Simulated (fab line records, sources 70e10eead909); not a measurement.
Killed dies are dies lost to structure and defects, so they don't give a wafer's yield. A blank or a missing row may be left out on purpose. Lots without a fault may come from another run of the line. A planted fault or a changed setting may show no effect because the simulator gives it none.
fab line records | flow nand_harc
record lots=5 wafers=15 last_day=27
route steps=1159 shown THIN_TSV@1113 END@1159
lots that met no fault: from a run of the same line without faults
start_h: hours from the record's first day to the start of the lot's first wafer shown | wait_h: hours since the lot's step before | " the same as in the row above | L1.1+2: a row that stands for several wafers | - no value, or no start given | * or withheld: withheld | < > ~ a bound
route shown NAME@n: a module of which the file shows steps, and the number in the route of the first | usual: mean/standard deviation of fault-free wafers | same: alike in all rows | chamber/n: place in a boat | sites: the reading at each site | _std_site: their standard deviation | _edge_site: outer sites' mean less inner sites' | radius_mm: how far each site lies from the wafer's centre | mask NAME#n: copy n | behind: the tool/chamber that last shaped the wafer | hold: why the lot was held/for how many hours/how that ended | device: the transistor (n, p or np) that didn't switch | end of line: the same wafers' tests at the end of the route | a step without rows: its recipe alone | killed: dies lost to structure and defects at the first sort, not the wafer's yield | map: a wafer's dies, x killed, . not, _ none there
set.NAME: the setting as run; set.NAME@STEP: as run at that earlier step | model.NAME: the simulator's own value behind a step, which no gauge read
lots at some steps of the route; a table a step, a row a wafer
services: from which hour (start_h, from the record's first day; less than 0 if before it) a tool's chamber was out of use, for how many hours, and why
## steps
# step NHARC_THIN_TSV_EXPOSE_09
# recipe na=0.55 dose_mj=30.7 mask_id=TSV
# step NHARC_THIN_TSV_PEB_10
# recipe peb_temp_c=118 peb_time_s=85
# step NHARC_THIN_TSV_DEVELOP_11
# recipe time_s=70
# step NHARC_THIN_TSV_CD_MEAS_12
# recipe target_cd_nm=1000 landing_energy_ev=500
# usual cd_nm=1000.8/1.9
# columns lot.wafer tool chamber start_h wait_h cd_nm
L243.1 cd_sem-03 0 569.62 - 1001.7
L243.2 " 0 " " 1003.5
L243.3 " 0 " " 1003.1
L247.1 cd_sem-01 0 575.77 - 1000.9
L247.3 " 0 " " 1001.5
L247.6 " 0 " " 1000.8
L252.1 cd_sem-03 0 604.53 - 1001.2
L252.3 " 0 " " 1002.6
L252.6 " 0 " " 1003.4
L248.3 cd_sem-02 0 605.75 - 1001.0
L248.4 " 0 " " 999.7
L248.5 " 0 " " 1002.9
L255.3 cd_sem-01 0 608.14 - 997.9
L255.4 " 0 " " 1002.1
L255.5 " 0 " " 999.4
# step NHARC_THIN_TSV_HARDBAKE_13
# recipe temp_c=125 time_s=80
# step NHARC_THIN_TSV_DESCUM_14
# recipe time_s=3 o2_flow_sccm=200 ar_flow_sccm=0 bias_power_w=0 chemistry=O2
# step NHARC_THIN_TSV_ETCH_44
# recipe target_depth_a=15942 time_s=797.1 cf4_flow_sccm=150 o2_flow_sccm=10 ar_flow_sccm=0 rf_w=300 bias_w=800 chemistry=CF4/O2
# step NHARC_THIN_TSV_ETCH_15
# recipe target_depth_a=30000 bosch_target_overetch_cycles=2 bosch_etch_step_s=2.8 bosch_dep_step_s=1.2 bosch_cycles=14
# usual drypump_motor_current_A=5.9/0.39
# columns lot.wafer tool chamber start_h wait_h drypump_motor_current_A rf_hours_counter_h
L243.1 rie_si-04 3 570.45 - 5.4 1.0
L243.3 " 1 " " 6.5 0.8
L243.2 " 2 " " 5.8 1.0
L247.1 rie_si-02 1 576.58 - 6.4 0.0
L247.3 " 2 " " 5.8 0.0
L247.6 " 0 " " 5.9 -
L252.3 rie_si-04 0 605.34 - 5.4 1.1
L252.1 " 3 " " 5.4 1.2
L252.6 " 1 " " 6.5 -
L248.4 rie_si-04 1 606.58 - 6.5 1.1
L248.3 " 2 " " 5.8 1.2
L248.5 " 1 " " 6.4 -
L255.3 rie_si-01 2 608.95 - 6.4 1.0
L255.4 " 1 " " 5.6 1.1
L255.5 " 2 " " 6.4 -
# step NHARC_THIN_TSV_CD_MEAS_16
# usual cd_nm=1000.7/2
# columns lot.wafer tool chamber start_h wait_h cd_nm
L243.1 cd_sem-03 - 570.60 0.1 1002.2
L243.2 " - " " 1003.6
L243.3 " - " " 1003.4
L247.1 cd_sem-02 - 576.72 0.1 1000.9
L247.3 " - " " 1001.2
L247.6 " - " " 1001.1
L252.1 cd_sem-02 - 605.49 0.1 1001.0
L252.3 " - " " 1003.0
L252.6 " - " " 1003.2
L248.3 cd_sem-02 - 606.72 0.1 1000.1
L248.4 " - " " 999.5
L248.5 " - " " 1002.5
L255.3 cd_sem-03 - 609.11 0.1 998.8
L255.4 " - " " 1002.7
L255.5 " - " " 999.2
# step NHARC_THIN_TSV_STRIP_45
# recipe power_w=1500 temp_c=250 chemistry=O2
# step NHARC_THIN_TSV_STRIP_46
# recipe time_s=1200 temp_c=72.5 chemistry=post_etch_residue_remover
# step NHARC_THIN_TSV_DEP_47
# recipe target_thk_a=2000 temp_c=withheld pressure_torr=6.5 rf_w=900 teos_flow_sccm=161.4 flow_sccm=2650 target_thk_nm=200 gas=O2 material=SiO2
# step NHARC_THIN_TSV_ETCHBACK_48
# recipe target_depth_a=10285 over_etch_frac=0.3 time_s=405.17 ion_energy_ev=250 c4f8_flow_sccm=withheld ar_flow_sccm=withheld rf_w=600 bias_w=300 chemistry=C4F8/Ar
# usual oes_product_au=0.951/0.03 rf_vpp_V=547/3.3
# columns lot.wafer tool chamber start_h wait_h oes_product_au rf_hours_counter_h rf_vpp_V
L243.3 rie_diel-08 3 571.88 - 1.009 8 546
L243.2 " 0 " " 0.994 8 549
L243.1 " 1 " " 0.996 8 552
L247.3 rie_diel-08 3 577.99 - 0.930 8 545
L247.1 " 1 " " 0.922 8 552
L247.6 " 3 " " 0.937 - 546
L252.1 rie_diel-03 1 606.86 - 0.948 2 545
L252.3 " 3 " " 0.939 2 543
L252.6 " 0 " " 0.955 - 551
L248.4 rie_diel-03 1 608.11 - 0.916 2 544
L248.3 " 2 " " 0.984 1 550
L248.5 " 2 " " 0.986 - 551
L255.3 rie_diel-03 0 610.53 - 1.000 2 551
L255.4 " 1 " " 1.000 2 544
L255.5 " 3 " " 1.006 - 542
# step NHARC_THIN_TSV_STRIP_62
# recipe power_w=1500 temp_c=250 time_s=20 chemistry=N2/H2
# step NHARC_THIN_TSV_DEGAS_49
# recipe temp_c=300 time_s=120
# usual heater_power_w=476/53
# columns lot.wafer tool chamber start_h wait_h heater_power_w
L243.2 pvd_sputter-01 - 572.41 0.1 473
L243.1 " - " " 539
L243.3 " - " " 563
L247.3 pvd_sputter-03 - 578.53 0.1 426
L247.1 " - " " 441
L247.6 " - " " 453
L252.1 pvd_sputter-02 - 607.36 0.2 450
L252.3 " - " " 481
L252.6 " - " " 472
L248.3 pvd_sputter-02 - 608.80 0.1 447
L248.4 " - " " 487
L248.5 " - " " 485
L255.4 pvd_sputter-02 - 610.99 0.1 471
L255.3 " - " " 607
L255.5 " - " " 456
# step NHARC_THIN_TSV_PRE_CLEAN_50
# recipe time_s=30 temp_c=280 gas=H2/He
# step NHARC_THIN_TSV_PVD_19
# recipe target_thk_a=200 chamber_pressure_pa=5 material=TaN
# step NHARC_THIN_TSV_PVD_51
# recipe target_thk_a=1000 chamber_pressure_pa=5 material=Cu
# step NHARC_THIN_TSV_ECD_20
# recipe target_thk_a=20000 material=Cu
# step NHARC_THIN_TSV_ANNEAL_52
# recipe temp_c=225 time_s=90
# step NHARC_THIN_TSV_CMP_21
# recipe t_overpolish_s=30 target_thk_nm=2000
# step NHARC_THIN_TSV_SRD_23
# step NHARC_THIN_TSV_DEGAS_53
# recipe temp_c=300 time_s=60
# usual heater_power_w=480/53
# columns lot.wafer tool chamber start_h wait_h heater_power_w
L243.1 pvd_sputter-01 - 574.41 0.1 474
L243.3 " - " " 524
L243.2 " - " " 453
L247.3 pvd_sputter-02 - 580.55 0.1 452
L247.1 " - " " 477
L247.6 " - " " 473
L252.3 pvd_sputter-02 - 609.56 0.1 490
L252.1 " - " " 477
L252.6 " - " " 604
L248.4 pvd_sputter-03 - 610.77 0.1 434
L248.3 " - " " 430
L248.5 " - " " 433
L255.4 pvd_sputter-03 - 612.98 0.1 447
L255.3 " - " " 431
L255.5 " - " " 438
# step NHARC_THIN_TSV_PRE_CLEAN_54
# recipe time_s=30 temp_c=280 gas=H2/He
# step NHARC_THIN_TSV_PVD_55
# recipe target_thk_a=500 material=TiN
# step NHARC_THIN_TSV_PVD_24
# recipe target_thk_a=8000 power_w=withheld chamber_pressure_pa=withheld substrate_temp_c=withheld time_s=withheld gas=Ar material=Al
# step NHARC_THIN_TSV_DEHYDRATE_25
# recipe temp_c=150 time_s=120
# step NHARC_THIN_TSV_HMDS_26
# recipe time_s=30
# step NHARC_THIN_TSV_COAT_27
# recipe spin_rpm=*
# step NHARC_THIN_TSV_SOFTBAKE_28
# recipe temp_c=122 time_s=95
# step NHARC_THIN_TSV_EBR_29
# step NHARC_THIN_TSV_EXPOSE_30
# recipe na=0.55 dose_mj=11.47 mask_id=PAD
# step NHARC_THIN_TSV_PEB_31
# recipe peb_temp_c=118 peb_time_s=85
# step NHARC_THIN_TSV_DEVELOP_32
# recipe time_s=70
# step NHARC_THIN_TSV_CD_MEAS_33
# recipe target_cd_nm=5000 landing_energy_ev=500
# usual cd_nm=4999.7/1.6
# columns lot.wafer tool chamber start_h wait_h cd_nm
L243.1 cd_sem-03 0 575.54 - 5000.8
L243.2 " 0 " " 4998.3
L243.3 " 0 " " 5001.2
L247.1 cd_sem-02 0 581.67 - 5000.8
L247.3 " 0 " " 5001.5
L247.6 " 0 " " 5000.9
L252.1 cd_sem-03 0 610.59 - 4999.0
L252.3 " 0 " " 5000.2
L252.6 " 0 " " 4999.6
L248.3 cd_sem-02 0 611.81 - 5000.2
L248.4 " 0 " " 4999.0
L248.5 " 0 " " 4997.0
L255.3 cd_sem-02 0 614.13 - 4999.4
L255.4 " 0 " " 4997.6
L255.5 " 0 " " 5001.9
# step NHARC_THIN_TSV_HARDBAKE_34
# recipe temp_c=125 time_s=80
# step NHARC_THIN_TSV_DESCUM_35
# recipe time_s=3 o2_flow_sccm=200 ar_flow_sccm=0 bias_power_w=0 chemistry=O2
# step NHARC_THIN_TSV_ETCH_59
# recipe target_depth_a=8800 icp_w=900 bias_w=100 Cl2_flow_sccm=60 bcl3_flow_sccm=30 time_s=138.1 chemistry=Cl2/BCl3
# usual drypump_motor_current_A=5.7/0.47 mfc_cl2_sccm=59.99/0.19 oes_product_au=1.008/0.0085 throttle_valve_pct=22.264/0.0096
# columns lot.wafer tool chamber start_h wait_h drypump_motor_current_A mfc_cl2_sccm oes_product_au rf_hours_counter_h throttle_valve_pct
L243.2 rie_metal-02 0 575.82 0.1 5.6 59.88 0.996 0.0 22.258
L243.1 " 1 " " 5.6 59.84 1.013 0.0 22.267
L243.3 " 0 " " 5.6 59.84 1.008 - 22.278
L247.1 rie_metal-01 1 581.96 0.1 6.3 60.42 0.995 2.7 22.260
L247.3 " 1 " " 6.3 60.20 1.010 - 22.248
L247.6 " 1 " " 6.3 60.15 1.006 - 22.282
L252.1 rie_metal-02 0 610.91 0.1 5.6 59.90 1.000 1.8 22.273
L252.3 " 1 " " 5.6 59.92 1.002 - 22.269
L252.6 " 1 " " 5.6 60.24 1.002 - 22.266
L248.3 rie_metal-03 0 612.16 0.1 6.0 60.06 1.016 - 22.254
L248.4 " 1 " " 6.0 59.86 1.010 - 22.256
L248.5 " 0 " " 6.0 60.14 1.017 - 22.266
L255.3 rie_metal-02 0 614.54 0.2 5.6 60.05 1.004 - 22.262
L255.4 " 1 " " 5.6 60.11 1.002 - 22.258
L255.5 " 0 " " 5.6 59.87 1.007 - 22.269
# step NHARC_THIN_TSV_ETCH_36
# recipe target_depth_a=650 over_etch_frac=0.3 time_s=18.571 ion_energy_ev=150 chemistry=Cl2/BCl3
# step NHARC_THIN_TSV_STRIP_56
# recipe power_w=1500 temp_c=250 chemistry=O2
# usual drypump_motor_current_A=5.7/0.31 heater_power_w=318/27
# columns lot.wafer tool chamber start_h wait_h drypump_motor_current_A heater_power_w rf_hours_counter_h
L243.1 plasma_asher-01 1 576.19 0.1 5.6 286 35
L243.2 " 0 " " 5.3 321 35
L243.3 " 0 " " 5.3 323 -
L247.1 plasma_asher-01 0 582.61 0.2 5.3 320 37
L247.3 " 1 " " 5.6 289 -
L247.6 " 0 " " 5.3 323 -
L252.1 plasma_asher-02 1 611.24 0.1 6.2 312 22
L252.3 " 1 " " 6.2 311 -
L252.6 " 0 " " 5.8 370 -
L248.4 plasma_asher-02 0 612.54 0.2 5.8 362 -
L248.3 " 1 " " 6.2 310 -
L248.5 " 1 " " 6.2 304 -
L255.3 plasma_asher-02 1 614.99 0.2 6.2 319 -
L255.4 " 0 " " 5.8 353 -
L255.5 " 1 " " 6.2 313 -
# step NHARC_THIN_TSV_STRIP_57
# recipe time_s=1200 temp_c=72.5 chemistry=post_etch_residue_remover
# step NHARC_END_SORT_01
# recipe temp_c=25
# usual defect_limited_yield=95.1/1.7 killed_at_array=29/11 killed_at_other=0.5/0.85 killed_at_periphery=3.0/2.3 killed_dies=33/12 killed_open=3.3/1.9 killed_short=2.0/1.5 sort_bin_2_pct=1.5/0.66 sort_bin_3_pct=0.25/0.21 sort_bin_4_pct=3.1/1.2 sort_n_pass=644/12 sort_rim_yield_pct=96.7/2 sort_yield_pct=95.1/1.7
# same gross_dies=677 sort_bin_5_pct[%]=0 sort_bin_6_pct[%]=0 sort_bin_7_pct[%]=0 sort_bin_8_pct[%]=0 sort_rim_n_gross=106.00
# columns lot.wafer tool chamber start_h wait_h defect_limited_yield[%] killed_at_array killed_at_other killed_at_periphery killed_dies killed_open killed_short sort_bin_2_pct[%] sort_bin_3_pct[%] sort_bin_4_pct[%] sort_n_pass sort_rim_yield_pct[%] sort_yield_pct[%]
L243.1 prober-01 0 595.57 2.5 95.0 31 0 3 34 4 6 1.3 0.30 3.4 643 96.2 95.0
L243.2 prober-01 0 596.36 2.8 95.7 26 2 1 29 4 2 1.6 0.30 2.4 648 100.0 95.7
L243.3 prober-01 0 597.15 3.1 95.9 22 3 3 28 3 1 1.3 0 2.8 649 97.2 95.9
L247.1 prober-02 0 607.55 2.5 87.1 29 56 2 87 1 3 4.1 2.66 6.1 590 86.8 87.1
L247.3 prober-02 0 609.14 3.1 94.8 28 2 5 35 3 0 1.6 0.15 3.4 642 95.3 94.8
L247.6 prober-02 0 611.52 4.0 95.3 28 1 3 32 3 1 1.5 0.15 3.1 645 97.2 95.3
L248.3 prober-02 0 624.72 3.1 96.3 25 0 0 25 0 2 1.0 0.30 2.4 652 95.3 96.3
L248.4 prober-02 0 625.53 3.4 96.6 21 0 2 23 6 2 1.3 0.15 1.9 654 96.2 96.6
L248.5 prober-02 0 626.34 3.7 97.2 19 0 0 19 1 0 1.5 0.15 1.2 658 99.1 97.2
L252.1 prober-01 0 626.51 2.5 94.5 31 0 6 37 2 3 1.3 0.30 3.8 640 98.1 94.5
L252.3 prober-01 0 628.13 3.1 95.6 21 0 9 30 6 1 1.5 0.15 2.8 647 99.1 95.6
L252.6 prober-01 0 630.56 4.1 94.1 34 0 6 40 4 1 1.8 0.44 3.7 637 94.3 94.1
L255.3 prober-02 0 640.28 3.1 97.2 17 0 2 19 3 4 0.9 0.15 1.8 658 97.2 97.2
L255.4 prober-02 0 641.09 3.4 97.3 17 0 1 18 3 3 0.7 0.15 1.8 659 98.1 97.3
L255.5 prober-02 0 641.89 3.7 96.3 20 0 5 25 4 1 1.5 0.30 1.9 652 94.3 96.3
# killed by level:class
L243.1 A_CHANNEL_HOLE_D1:chamber_film_flake=10 A_STAIRCASE:chamber_film_flake=3 A_SLIT:chamber_film_flake=3 A_CONTACT:chamber_film_flake=3 A_ONON_D1:geometric_particle:open=2 P_STI:chamber_film_flake=2 P_M0:geometric_particle:short=1 A_ONON_D1:geometric_particle:short=1
L243.2 A_CHANNEL_HOLE_D1:chamber_film_flake=16 A_CONTACT:geometric_particle:open=2 THIN_TSV:chamber_film_flake=2 A_ONON_D1:geometric_particle:open=1 A_CHANNEL_FILL_D1:geometric_particle:short=1 A_M0:geometric_particle:open=1 A_M0:geometric_particle:short=1 P_GATE:chamber_film_flake=1
L243.3 A_CHANNEL_HOLE_D1:chamber_film_flake=14 THIN_TSV:chamber_film_flake=3 A_CHANNEL_FILL_D1:geometric_particle:open=2 P_M1:chamber_film_flake=2 A_SLIT:chamber_film_flake=2 A_ONON_D1:geometric_particle:short=1 A_BLC:geometric_particle:open=1 P_GATE:chamber_film_flake=1
L247.1 THIN_TSV:unspecified=56 A_SLIT:chamber_film_flake=18 A_CHANNEL_HOLE_D1:chamber_film_flake=3 A_CONTACT:chamber_film_flake=3 A_STAIRCASE:chamber_film_flake=2 P_GATE:geometric_particle:short=1 A_M0:geometric_particle:short=1 A_M0:geometric_particle:open=1
L247.3 A_SLIT:chamber_film_flake=14 A_CHANNEL_HOLE_D1:chamber_film_flake=5 A_CONTACT:chamber_film_flake=4 A_STAIRCASE:chamber_film_flake=3 A_CONTACT:geometric_particle:open=2 P_STI:chamber_film_flake=2 P_GATE:chamber_film_flake=2 THIN_TSV:chamber_film_flake=2
L247.6 A_SLIT:chamber_film_flake=19 A_STAIRCASE:chamber_film_flake=3 A_CHANNEL_HOLE_D1:chamber_film_flake=2 A_CONTACT:chamber_film_flake=2 P_GATE:geometric_particle:open=1 P_M0:geometric_particle:open=1 A_ONON_D1:geometric_particle:short=1 A_M0:geometric_particle:open=1
L248.3 A_STAIRCASE:chamber_film_flake=9 A_CHANNEL_HOLE_D1:chamber_film_flake=6 A_CONTACT:chamber_film_flake=6 A_CHANNEL_HOLE_D1:geometric_particle:short=1 A_SGD_CUT:geometric_particle:short=1 A_ZERO_WELL:chamber_film_flake=1 A_M0:chamber_film_flake=1
L248.4 A_STAIRCASE:chamber_film_flake=7 A_CHANNEL_HOLE_D1:chamber_film_flake=3 A_ONON_D1:geometric_particle:open=2 A_CONTACT:chamber_film_flake=2 A_M0:chamber_film_flake=2 P_STI:geometric_particle:short=1 P_CONTACT:geometric_particle:open=1 A_ONON_D1:geometric_particle:short=1
L248.5 A_CONTACT:chamber_film_flake=6 A_CHANNEL_HOLE_D1:chamber_film_flake=5 A_STAIRCASE:chamber_film_flake=4 A_M0:chamber_film_flake=2 A_SGD_CUT:geometric_particle:open=1 A_SLIT:chamber_film_flake=1
L252.1 A_CHANNEL_HOLE_D1:chamber_film_flake=19 A_CONTACT:chamber_film_flake=6 P_CONTACT:chamber_film_flake=2 A_STAIRCASE:chamber_film_flake=2 P_STI:geometric_particle:short=1 P_GATE:geometric_particle:short=1 A_ONON_D1:geometric_particle:short=1 A_WL_FILL:geometric_particle:open=1
L252.3 A_CHANNEL_HOLE_D1:chamber_film_flake=15 P_M0:geometric_particle:open=3 A_STAIRCASE:chamber_film_flake=3 P_CONTACT:chamber_film_flake=2 A_CONTACT:chamber_film_flake=2 P_GATE:geometric_particle:open=1 P_CONTACT:geometric_particle:open=1 P_M1:geometric_particle:short=1
L252.6 A_CHANNEL_HOLE_D1:chamber_film_flake=17 A_CONTACT:chamber_film_flake=7 A_STAIRCASE:chamber_film_flake=3 P_GATE:chamber_film_flake=2 P_CONTACT:chamber_film_flake=2 A_ZERO_WELL:chamber_film_flake=2 P_CONTACT:geometric_particle:open=1 A_CHANNEL_FILL_D1:geometric_particle:short=1
L255.3 A_STAIRCASE:chamber_film_flake=5 A_ONON_D1:geometric_particle:open=2 A_WL_FILL:geometric_particle:short=2 A_CHANNEL_HOLE_D1:chamber_film_flake=2 A_BONDPAD:chamber_film_flake=2 P_M1:geometric_particle:short=1 A_SOURCE_PLATE:geometric_particle:open=1 A_ONON_D1:geometric_particle:short=1
L255.4 A_CHANNEL_HOLE_D1:chamber_film_flake=6 A_BONDPAD:chamber_film_flake=3 P_M2:geometric_particle:open=1 A_ONON_D1:geometric_particle:open=1 A_STAIRCASE:geometric_particle:short=1 A_WL_FILL:geometric_particle:short=1 A_M0:geometric_particle:short=1 A_M1:geometric_particle:open=1
L255.5 A_CHANNEL_HOLE_D1:chamber_film_flake=7 A_BONDPAD:chamber_film_flake=7 A_BLC:chamber_film_flake=3 P_GATE:geometric_particle:open=2 P_M0:geometric_particle:open=1 A_WL_FILL:geometric_particle:short=1 A_BLC:geometric_particle:open=1 P_STI:chamber_film_flake=1
# map L247.1 (x killed, . not)
____________.____________
_________......._________
_______xxx........_______
______x.xx..x......______
_____xxxxxx.......x._____
____xxxxx..x.........____
____xxxxxx...........____
___xxxxxxx............___
___xxxxxxx............___
__xxxxxxx...........x..__
__x.xxx.x..........x...__
_..xxxx............xxx.._
_...xx.x.xx......x.xx..._
_....xx.............xx.._
_......x..........x....._
_.................x....._
.........................
....................x....
..........x.........x.x..
...................x.....
.........................
_.........x............._
_....x.................._
_......................._
_......................._
_..........x............_
__.....................__
__.....................__
___...................___
___....x..............___
____.................____
____.................____
_____..............._____
______...x.........______
_______...x......._______
_________......._________
____________.____________
# map L243.1 (x killed, . not)
____________.____________
_________......._________
_______..........._______
______.............______
_____...x..........._____
____....x....x.......____
____...........x.....____
___...................___
___...................___
__.....................__
__....x...........xx...__
_x......xx........xx...._
_.............x.....x..._
_x...............x......_
_...................xx.._
_...................xx.._
.........x.........x.....
.........................
............x............
.........................
........................x
_..................x...._
_......x......x........._
_.............x........._
_..x...................._
_......................._
__...x....x............__
__.....................__
___.......x...........___
___...................___
____.................____
____.................____
_____..............._____
______.............______
_______..x..x....._______
_________......._________
____________.____________
## services
# columns tool chamber start_h hours kind
rie_diel-03 0 548.30 - clean
rie_diel-03 1 548.30 - clean
rie_diel-03 2 548.30 - clean
rie_diel-03 3 548.30 - clean
rie_si-01 3 559.30 8.8 repair
rie_si-02 - 565.00 9.0 pm
rie_metal-02 - 565.21 9.0 pm
rie_metal-02 0 565.21 9.0 vent_cycle
rie_metal-02 1 565.21 9.0 vent_cycle
rie_diel-03 - 569.30 9.0 pm
pvd_sputter-02 - 570.07 10.0 pm
rie_metal-03 - 573.48 0.6 repair
rie_metal-01 0 575.91 18.4 repair
rie_diel-08 2 584.09 5.0 repair
rie_metal-02 0 588.64 4.4 repair
rie_diel-03 2 589.53 3.5 repair
rie_metal-02 1 589.79 10.9 repair
rie_diel-03 1 590.05 3.5 repair
rie_si-04 - 591.50 0.5 repair
rie_metal-01 1 593.15 11.6 repair
rie_si-02 1 599.72 5.4 repair
rie_si-01 2 601.19 3.6 repair
rie_metal-01 - 603.33 30.6 repair
rie_si-02 2 613.56 2.4 repair
## key
first_sign step=NHARC_END_SORT_01 reading=killed_at_other direction=up sigmas=56 usual=0.5 struck=56
effect step=NHARC_END_SORT_01 reading=defect_limited_yield direction=down sigmas=4.6 usual=95.1 struck=87.1
more_kills_born_at NHARC_THIN_TSV_ETCHBACK_48@rie_diel-08=56
met_at NHARC_THIN_TSV_ETCHBACK_48
struck_wafers L247.1
onset_between 571.88 577.99
fault kind=chamber_particle_source tool=rie_diel-08 chamber=1 onset_h=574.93 steps=NHARC_THIN_TSV_ETCHBACK_48 rate_per_visit_cm2=0.41814 end_h=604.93
